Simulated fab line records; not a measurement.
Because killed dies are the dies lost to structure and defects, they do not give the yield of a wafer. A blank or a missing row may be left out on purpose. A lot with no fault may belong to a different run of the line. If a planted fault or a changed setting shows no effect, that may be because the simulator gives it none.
fab line records    flow n5-finfet
record lots=11  wafers=33  last-day=18
route steps=1938 shown BEOL_M15@1825 PASS1_DEP@1831 MIM_BOT@1832 MIM_TOP_LITHO@1849 MIM_TOP_ETCH@1851 PASSIVATION@1936
lots with no fault: from the same line, run without faults
start-h: hours from the record's opening day to when the first of the lot's shown wafers began    wait-h: hours from the lot's prior step to this one    " the same as in the row above    L1.1+2: a row that stands for several wafers    - either no value or no given start    * or withheld: withheld    < > ~ a bound
route shown NAME@n: a module of which the file shows steps, and the number in the route of the first    usual: the fault-free wafers' mean and standard deviation    same: alike in all rows    chamber/n: place in a boat    sites: per-site readings    _std_site: how widely they spread, as a standard deviation    _edge_site: inner sites' mean taken away from outer sites' mean    radius-mm: how far each site lies from the wafer's centre    mask NAME#n: copy n    behind: tool/chamber where the wafer was last shaped    hold: what put the lot on hold/how long, in hours/how the hold closed    device: the transistor (n, p or np) that didn't switch    end of line: the same wafers' tests at the end of the route    a step with no rows: only its recipe    killed: the dies lost at the first sort to structure and to defects; this is not the yield of the wafer    map: dies across one wafer; x = killed, . = not, _ = none there
set.NAME: setting as actually run; set.NAME@STEP: the setting as run at that earlier step    model.NAME: the simulator's own value behind a step, which no gauge read
steps of the route over a sample of lots; a table a step, a row a wafer
services: when a tool's chamber went out of use (start-h, in hours from the record's first day, below 0 if earlier), for how many hours, and the reason
## steps
# step N5_BEOL_M15_THK_MEAS_50
# recipe thk-meas-gauge=xrf  reads=Cu_of_BEOL_M15_ECD_47
# usual M15_THK=867/18
lot.wafer  tool           chamber  start-h  wait-h  M15_THK[nm]
L619.2     film-metro-02  -        250.13   -       855
L619.3     "              -        "        "       836
L619.4     "              -        "        "       857
L621.2     film-metro-02  -        259.77   -       880
L621.3     "              -        "        "       852
L621.5     "              -        "        "       874
L628.2     film-metro-02  -        315.32   -       878
L628.3     "              -        "        "       883
L628.6     "              -        "        "       873
L626.3     film-metro-02  -        325.07   -       846
L626.5     "              -        "        "       872
L626.6     "              -        "        "       853
L629.2     film-metro-02  -        327.21   -       841
L629.3     "              -        "        "       855
L629.4     "              -        "        "       858
L630.1     film-metro-01  -        342.13   -       862
L630.2     "              -        "        "       855
L630.3     "              -        "        "       872
L632.2     film-metro-02  -        353.72   -       856
L632.4     "              -        "        "       860
L632.5     "              -        "        "       877
L637.2     film-metro-02  -        370.87   -       868
L637.5     "              -        "        "       864
L637.6     "              -        "        "       863
L638.1     film-metro-01  -        371.21   -       867
L638.3     "              -        "        "       850
L638.6     "              -        "        "       885
L639.1     film-metro-01  -        394.48   -       879
L639.2     "              -        "        "       891
L639.3     "              -        "        "       887
L642.1     film-metro-02  -        411.35   -       866
L642.3     "              -        "        "       861
L642.6     "              -        "        "       842
# step N5_PASSIVATION_PECVD_00
# recipe material=SiO2  target-thk-a=2000  temp-c=400  precursor=SiH4/N2O  pressure-torr=2.7  rf-w=608  time-s=11.2
# usual heater-power-outer-w=338/66  heater-power-w=588/93  showerhead-plenum-p-Torr=8.13/0.097  throttle-valve-pct=51.5/1.7
lot.wafer  tool      chamber  start-h  wait-h  heater-power-outer-w  heater-power-w  showerhead-plenum-p-Torr  throttle-valve-pct
L619.2     pecvd-01  2        251.27   0.7     326                   519             8.14                      51.3
L619.3     "         1        "        "       331                   613             8.17                      52.9
L619.4     "         0        "        "       369                   644             8.05                      48.6
L621.2     pecvd-04  2        260.91   0.7     356                   677             8.11                      50.4
L621.3     "         0        "        "       513                   830             8.28                      51.6
L621.5     "         2        "        "       368                   668             8.12                      50.6
L628.2     pecvd-04  1        316.47   0.7     326                   590             8.24                      53.1
L628.3     "         0        "        "       422                   716             8.25                      51.8
L628.6     "         2        "        "       398                   724             8.11                      51.1
L626.3     pecvd-02  2        326.22   0.5     263                   482             7.91                      49.8
L626.5     "         1        "        "       331                   569             8.14                      53.8
L626.6     "         2        "        "       268                   481             7.90                      49.9
L629.2     pecvd-01  1        328.35   0.7     275                   519             8.16                      52.7
L629.3     "         0        "        "       377                   664             8.04                      48.6
L629.4     "         0        "        "       378                   638             8.05                      48.3
L630.1     pecvd-02  2        343.28   0.8     263                   478             7.93                      50.0
L630.2     "         0        "        "       290                   515             8.19                      50.2
L630.3     "         1        "        "       300                   558             8.12                      54.2
L632.2     pecvd-02  2        354.86   0.7     243                   438             7.95                      50.0
L632.4     "         2        "        "       240                   450             7.90                      50.0
L632.5     "         1        "        "       375                   619             8.11                      54.2
L637.2     pecvd-02  1        372.02   0.7     409                   666             8.12                      53.9
L637.5     "         0        "        "       316                   565             8.22                      50.3
L637.6     "         2        "        "       250                   442             7.95                      50.2
L638.1     pecvd-02  1        372.59   0.8     356                   602             8.14                      53.8
L638.3     "         0        "        "       328                   560             8.20                      50.3
L638.6     "         0        "        "       333                   575             8.23                      50.5
L639.1     pecvd-02  0        395.63   0.8     333                   589             8.22                      50.6
L639.2     "         1        "        "       414                   680             8.12                      53.9
L639.3     "         0        "        "       336                   587             8.19                      50.7
L642.1     pecvd-04  2        412.52   0.8     388                   695             8.13                      51.5
L642.3     "         2        "        "       390                   733             8.12                      51.4
L642.6     "         2        "        "       404                   728             8.15                      51.6
# step N5_MIM_BOT_DEGAS_01
# recipe ambient=vacuum  temp-c=300  time-s=60
# usual heater-power-w=446/53
lot.wafer  tool            chamber  start-h  wait-h  heater-power-w
L619.2     pvd-sputter-02  -        252.88   1.6     342
L619.3     "               -        "        "       488
L619.4     "               -        "        "       480
L621.2     pvd-sputter-02  -        261.42   0.5     324
L621.3     "               -        "        "       463
L621.5     "               -        "        "       491
L628.2     pvd-sputter-02  -        317.39   0.9     340
L628.3     "               -        "        "       478
L628.6     "               -        "        "       471
L626.3     pvd-sputter-01  -        327.64   1.4     337
L626.5     "               -        "        "       357
L626.6     "               -        "        "       468
L629.2     pvd-sputter-02  -        328.88   0.5     471
L629.3     "               -        "        "       504
L629.4     "               -        "        "       464
L630.1     pvd-sputter-01  -        346.07   2.8     480
L630.2     "               -        "        "       473
L630.3     "               -        "        "       464
L632.2     pvd-sputter-01  -        355.69   0.8     357
L632.4     "               -        "        "       481
L632.5     "               -        "        "       458
L637.2     pvd-sputter-02  -        372.41   0.4     334
L637.5     "               -        "        "       474
L637.6     "               -        "        "       475
L638.1     pvd-sputter-01  -        372.90   0.3     469
L638.3     "               -        "        "       457
L638.6     "               -        "        "       460
L639.1     pvd-sputter-03  -        395.85   0.2     443
L639.2     "               -        "        "       469
L639.3     "               -        "        "       472
L642.1     pvd-sputter-03  -        414.40   1.9     512
L642.3     "               -        "        "       467
L642.6     "               -        "        "       445
# step N5_MIM_TOP_LITHO_INSPECT_12
# recipe mode=adi  inspect-instrument=macro
# usual raw-defect-count=2.1/1.3
lot.wafer  tool               chamber  start-h  wait-h  raw-defect-count
L619.2     defect-inspect-02  -        254.63   0.0     1
L619.3     "                  -        "        "       0
L619.4     "                  -        "        "       1
L621.2     defect-inspect-02  -        264.57   0.0     4
L621.3     "                  -        "        "       3
L621.5     "                  -        "        "       1
L628.2     defect-inspect-01  -        319.27   0.0     4
L628.3     "                  -        "        "       4
L628.6     "                  -        "        "       2
L626.3     defect-inspect-01  -        329.39   0.0     1
L626.5     "                  -        "        "       4
L626.6     "                  -        "        "       3
L629.2     defect-inspect-02  -        333.51   0.0     5
L629.3     "                  -        "        "       3
L629.4     "                  -        "        "       1
L630.1     defect-inspect-01  -        347.39   0.0     3
L630.2     "                  -        "        "       1
L630.3     "                  -        "        "       2
L632.2     defect-inspect-01  -        359.48   0.0     3
L632.4     "                  -        "        "       4
L632.5     "                  -        "        "       0
L637.2     defect-inspect-02  -        376.59   0.0     0
L637.5     "                  -        "        "       >300
L637.6     "                  -        "        "       2
L638.1     defect-inspect-01  -        377.13   0.0     2
L638.3     "                  -        "        "       >300
L638.6     "                  -        "        "       >300
L639.1     defect-inspect-01  -        397.54   0.0     >300
L639.2     "                  -        "        "       2
L639.3     "                  -        "        "       >300
L642.1     defect-inspect-02  -        416.51   0.0     3
L642.3     "                  -        "        "       3
L642.6     "                  -        "        "       4
# step N5_MIM_TOP_ETCH_ETCH_00
# recipe chemistry=Cl2/BCl3  target=TiN  target-depth-a=385  ion-energy-ev=150  pressure-mtorr=10  icp-w=1000  bias-w=126  Cl2_flow_sccm=53.25  bcl3-flow-sccm=21.75  Ar_flow_sccm=25
# usual drypump-motor-current-A=5.7/0.43  mfc-cl2-sccm=53.24/0.15  oes-product-au=0.77/0.065  throttle-valve-pct=22.66/0.11
lot.wafer  tool          chamber  start-h  wait-h  drypump-motor-current-A  mfc-cl2-sccm  oes-product-au  rf-hours-counter-h  throttle-valve-pct
L619.2     rie-metal-03  0        255.37   0.2     5.6                      53.41         0.72            66                  22.49
L619.3     "             1        "        "       6.5                      53.32         0.89            -                   22.80
L619.4     "             0        "        "       5.6                      53.29         0.72            -                   22.49
L621.2     rie-metal-01  0        264.73   0.1     5.3                      53.34         0.84            26                  22.71
L621.3     "             1        "        "       5.4                      53.53         0.82            -                   22.61
L621.5     "             0        "        "       5.3                      53.38         0.85            -                   22.73
L628.2     rie-metal-03  1        319.57   0.1     6.4                      53.17         0.86            15                  22.80
L628.3     "             1        "        "       6.4                      53.23         0.85            -                   22.81
L628.6     "             0        "        "       5.6                      53.23         0.70            -                   22.52
L626.3     rie-metal-01  1        329.74   0.1     5.3                      53.15         0.81            -                   22.65
L626.5     "             0        "        "       5.3                      53.50         0.83            -                   22.71
L626.6     "             1        "        "       5.3                      52.87         0.81            -                   22.64
L629.2     rie-metal-01  0        333.63   0.1     5.3                      53.12         0.82            32                  22.72
L629.3     "             1        "        "       5.3                      53.12         0.81            -                   22.65
L629.4     "             0        "        "       5.3                      53.31         0.82            -                   22.71
L630.1     rie-metal-02  1        347.51   0.1     6.1                      53.16         0.68            67                  22.74
L630.2     "             0        "        "       5.6                      53.29         0.73            58                  22.53
L630.3     "             0        "        "       5.6                      53.36         0.73            -                   22.53
L632.2     rie-metal-02  0        359.68   0.1     5.6                      53.01         0.73            59                  22.53
L632.4     "             0        "        "       5.7                      53.21         0.73            -                   22.53
L632.5     "             1        "        "       6.1                      53.15         0.69            -                   22.72
L637.2     rie-metal-03  0        376.71   0.1     5.6                      53.13         0.69            77                  22.52
L637.5     "             1        "        "       6.5                      53.46         0.83            -                   22.83
L637.6     "             0        "        "       5.6                      52.85         0.69            -                   22.51
L638.1     rie-metal-01  0        377.25   0.1     5.3                      53.16         0.81            37                  22.72
L638.3     "             1        "        "       5.3                      53.41         0.79            -                   22.64
L638.6     "             0        "        "       5.3                      53.45         0.80            -                   22.72
L639.1     rie-metal-02  0        397.66   0.1     5.6                      52.98         0.71            62                  22.53
L639.2     "             1        "        "       6.1                      52.99         0.68            72                  22.74
L639.3     "             0        "        "       5.6                      53.13         0.71            -                   22.55
L642.1     rie-metal-03  0        416.67   0.1     5.6                      53.50         0.69            81                  22.52
L642.3     "             0        "        "       5.6                      53.20         0.69            -                   22.53
L642.6     "             1        "        "       6.5                      53.42         0.81            -                   22.84
# step N5_PASSIVATION_PROBE_49
# usual defect-limited-yield=91.2/1.4  killed_at_M0_to_M3=34/10  killed_at_M4_up=13/5.1  killed-at-contacts=12/6.5  killed-at-front-end=41/11  killed-at-other=4/3.3  killed-dies=104/16  killed-open=69/13  killed-short=33/7  sort_bin_5_function=5.1/0.91  sort_bin_6_memory=3.3/0.69  sort-n-pass=1076/16  sort-yield-pct=91.2/1.4
# same gross-dies=1180  killed-at-back-side=0  sort_bin_4_leakage[%]=0  sort_bin_8_speed[%]=0
lot.wafer  tool       chamber  start-h  wait-h  defect-limited-yield[%]  killed_at_M0_to_M3  killed_at_M4_up  killed-at-contacts  killed-at-front-end  killed-at-other  killed-dies  killed-open  killed-short  sort_bin_5_function[%]  sort_bin_6_memory[%]  sort-n-pass  sort-yield-pct[%]
L632.2     prober-01  -        372.05   0.1     90.3                     33                  11               22                  40                   8                114          69           45            5.8                     3.6                   1066         90.3
L632.4     prober-01  -        372.15   0.2     92.3                     40                  5                7                   37                   2                91           57           31            3.7                     3.2                   1089         92.3
L632.5     prober-01  -        372.20   0.2     91.6                     40                  7                12                  35                   5                99           48           51            4.2                     3.8                   1081         91.6
L637.2     prober-02  -        385.92   0.1     92.4                     33                  21               3                   28                   5                90           62           24            3.7                     3.7                   1090         92.4
L637.5     prober-02  -        386.07   0.2     83.4                     25                  21               5                   37                   108              196          71           23            11.5                    3.6                   984          83.4
L637.6     prober-02  -        386.12   0.3     92.5                     21                  13               4                   48                   3                89           62           27            4.2                     3.1                   1091         92.5
L638.1     prober-01  -        386.73   0.0     92.5                     18                  6                5                   58                   1                88           58           30            4.2                     2.8                   1092         92.5
L638.3     prober-01  -        386.83   0.1     83.6                     20                  10               4                   55                   105              194          62           29            9.4                     4.7                   986          83.6
L638.6     prober-01  -        386.98   0.3     83.7                     17                  12               3                   51                   109              192          50           34            10.2                    4.2                   988          83.7
L639.1     prober-02  -        410.58   0.0     84.6                     21                  6                9                   37                   109              182          53           26            9.1                     4.4                   998          84.6
L639.2     prober-02  -        410.63   0.1     92.0                     28                  12               6                   47                   1                94           68           25            5.2                     2.5                   1086         92.0
L639.3     prober-02  -        410.68   0.1     85.1                     35                  12               1                   25                   103              176          42           30            10.1                    3.5                   1004         85.1
# killed by level:class
L632.2 STI_FIN_REVEAL:geometric-particle:open=16 MOL_CONTACT_COAG:geometric-particle:open=15 BEOL_M0_SAQP:geometric-particle:open=10 BEOL_M0_SAQP:geometric-particle:short=8 FIN_SAQP:geometric-particle:open=7 MOL_CONTACT_COAG:geometric-particle:short=7 STI_FIN_REVEAL:geometric-particle:short=5 FIN_SAQP:geometric-particle:short=4
L632.4 BEOL_M0_SAQP:geometric-particle:short=11 FIN_SAQP:geometric-particle:open=8 STI_FIN_REVEAL:geometric-particle:open=8 BEOL_M1:geometric-particle:open=7 MOL_CONTACT_COAG:geometric-particle:open=6 BEOL_M0_SAQP:geometric-particle:open=6 BEOL_M2:geometric-particle:open=6 ILD0:geometric-particle:short=5
L632.5 BEOL_M0_SAQP:geometric-particle:short=14 MOL_CONTACT_COAG:geometric-particle:open=11 FIN_SAQP:geometric-particle:short=9 STI_FIN_REVEAL:geometric-particle:open=8 BEOL_M0_SAQP:geometric-particle:open=8 STI_FIN_REVEAL:geometric-particle:short=7 STARTING-WAFER:geometric-particle:short=5 BEOL_M2:geometric-particle:open=5
L637.2 BEOL_M3:geometric-particle:open=10 FIN_SAQP:geometric-particle:short=6 BEOL_M2:geometric-particle:open=6 DUMMY_GATE:geometric-particle:open=5 BEOL_M0_SAQP:geometric-particle:short=5 BEOL_M1:geometric-particle:open=5 BEOL_M4:geometric-particle:open=5 BEOL_M0_SAQP:geometric-particle:open=4
L637.5 PASS1_DEP:unspecified=102 BEOL_M4:geometric-particle:open=12 STI_FIN_REVEAL:geometric-particle:open=11 BEOL_M1:geometric-particle:open=7 BEOL_M3:geometric-particle:open=7 BEOL_M2:geometric-particle:open=5 BEOL_M8:geometric-particle:open=5 FIN_SAQP:geometric-particle:short=4
L637.6 FIN_SAQP:geometric-particle:short=17 FIN_SAQP:geometric-particle:open=13 BEOL_M2:geometric-particle:open=11 STI_FIN_REVEAL:geometric-particle:open=7 BEOL_M4:geometric-particle:open=6 MOL_CONTACT_COAG:geometric-particle:open=4 BEOL_M3:geometric-particle:open=4 STI_FIN_REVEAL:geometric-particle:short=2
L638.1 STI_FIN_REVEAL:geometric-particle:open=19 FIN_SAQP:geometric-particle:short=9 FIN_SAQP:geometric-particle:open=8 STI_FIN_REVEAL:geometric-particle:short=8 MOL_CONTACT_COAG:geometric-particle:open=5 STARTING-WAFER:geometric-particle:open=5 DUMMY_GATE:geometric-particle:open=4 BEOL_M0_SAQP:geometric-particle:short=4
L638.3 PASS1_DEP:unspecified=103 FIN_SAQP:geometric-particle:open=15 STI_FIN_REVEAL:geometric-particle:open=11 FIN_SAQP:geometric-particle:short=10 BEOL_M2:geometric-particle:open=6 DUMMY_GATE:geometric-particle:open=5 MOL_CONTACT_COAG:geometric-particle:open=4 BEOL_M3:geometric-particle:open=4
L638.6 PASS1_DEP:unspecified=108 FIN_SAQP:geometric-particle:short=14 BEOL_M2:geometric-particle:open=9 FIN_SAQP:geometric-particle:open=8 STI_FIN_REVEAL:geometric-particle:open=8 BEOL_M5:geometric-particle:open=7 STI_FIN_REVEAL:geometric-particle:short=4 DUMMY_GATE:geometric-particle:open=4
L639.1 PASS1_DEP:unspecified=103 STI_FIN_REVEAL:geometric-particle:open=18 MOL_CONTACT_COAG:geometric-particle:open=9 FIN_SAQP:geometric-particle:open=6 BEOL_M0_SAQP:geometric-particle:short=5 BEOL_M0_SAQP:geometric-particle:open=4 MIM_TOP:geometric-particle:short=4 BEOL_M3:geometric-particle:short=3
L639.2 STI_FIN_REVEAL:geometric-particle:open=14 FIN_SAQP:geometric-particle:open=10 BEOL_M0_SAQP:geometric-particle:open=9 BEOL_M0_SAQP:geometric-particle:short=8 BEOL_M4:geometric-particle:open=8 MOL_CONTACT_COAG:geometric-particle:open=6 BEOL_M1:geometric-particle:open=6 ILD0:geometric-particle:open=5
L639.3 PASS1_DEP:unspecified=102 BEOL_M0_SAQP:geometric-particle:short=17 STI_FIN_REVEAL:geometric-particle:open=14 BEOL_M0_SAQP:geometric-particle:open=9 BEOL_M1:geometric-particle:open=5 BEOL_M4:geometric-particle:open=5 BEOL_M4:geometric-particle:short=5 STI_FIN_REVEAL:geometric-particle:short=2
## services
tool          chamber  start-h  hours  kind
rie-metal-03  -        245.96   1.4    pm
rie-metal-02  -        254.16   2.8    pm
rie-metal-01  1        285.26   12.6   repair
pecvd-04      -        288.27   0.8    pm
rie-metal-01  -        296.14   2.8    pm
pecvd-02      -        307.65   14.6   pm
pecvd-01      -        308.01   1.3    repair
pecvd-04      0        319.67   12.2   repair
pecvd-01      -        330.68   2.8    pm
pecvd-02      0        330.91   2.1    scheduled-down
pecvd-04      0        354.25   5.5    scheduled-down
pecvd-04      2        378.72   11.0   repair
pecvd-04      1        382.65   2.1    scheduled-down
pecvd-02      1        383.30   5.5    scheduled-down
pecvd-04      1        389.78   -      clean
pecvd-04      1        389.78   -      consumable-replace:showerhead
pecvd-04      1        389.78   29.0   scheduled-down
pecvd-04      1        389.78   29.0   vent-cycle
pecvd-02      2        394.91   2.1    scheduled-down
rie-metal-02  1        398.54   3.1    repair
pecvd-02      0        404.24   21.3   repair
pecvd-01      1        415.72   5.0    scheduled-down
## key
first-sign step=N5_MIM_TOP_LITHO_INSPECT_12  reading=raw-defect-count  direction=up  sigmas=99+  usual=2.1  struck=>300
effect step=N5_PASSIVATION_PROBE_49  reading=killed-at-other  direction=up  sigmas=31  usual=4  struck=107
more-kills-born-at N5_PASSIVATION_PECVD_00@pecvd-02=518
met-at N5_PASSIVATION_PECVD_00
struck-lots L637,L638,L639
struck-wafers L637.5,L638.3,L638.6,L639.1,L639.3
not-acting-at N5_BEOL_M15_THK_MEAS_50,N5_MIM_BOT_DEGAS_01,N5_MIM_TOP_ETCH_ETCH_00
onset-between 343.28 372.02
fault kind=chamber-particle-source  tool=pecvd-02  chamber=0  onset-h=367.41  steps=N5_PASSIVATION_PECVD_00  rate-per-visit-cm2=0.66496  end-h=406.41
